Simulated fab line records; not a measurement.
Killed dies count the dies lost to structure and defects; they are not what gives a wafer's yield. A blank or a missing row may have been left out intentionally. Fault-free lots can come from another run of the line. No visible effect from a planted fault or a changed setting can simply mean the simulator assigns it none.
Chamber matching    flow nand harc    NHARC_A_STAIRCASE_DESCUM_186 on rie diel-11 has 4 sister chambers
The step chemistry O2, time 3 s. 4 wafers are shown with their chamber, then 9 later ones without.

== EACH WAFER AND ITS CHAMBER ==
wafer   chamber  showerhead plenum p Torr (Torr)
L078.1  3        2.06
L084.2  2        1.78
L084.3  0        1.88
L084.6  1        1.85

== WAFERS WITH NO CHAMBER GIVEN ==
wafer   showerhead plenum p Torr (Torr)
L091.1  1.78
L091.3  1.84
L091.4  1.87
L094.1  1.77
L094.4  1.84
L094.5  1.87
L093.3  2.04
L093.5  1.77
L093.6  1.84

== WHICH CHAMBER EACH WENT THROUGH ==
wafer   from the rows above      in truth
L091.1  2                        2
L091.3  1                        1
L091.4  can't be placed: 0 or 1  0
L094.1  2                        2
L094.4  1                        1
L094.5  can't be placed: 0 or 1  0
L093.3  3                        3
L093.5  2                        2
L093.6  1                        1
Placed correctly: 7 of 9. Not placeable from these rows: 2 (in 2, the candidates include the true chamber). 0 placed wrongly.
How it was worked out, from the rows above alone: a wafer's distance from a chamber is the root of the sum, over the readings, of the square of ((its reading less the chamber's mean) divided by the reading's scatter). If the next closest chamber is less than 2 further off than the closest, the wafer can't be placed; otherwise it belongs to the closest. A chamber's mean is the mean of its shown wafers. The scatter (one wafer shown for each chamber): square how far every hidden wafer sits from the nearest shown wafer, average those squares and take the square root.
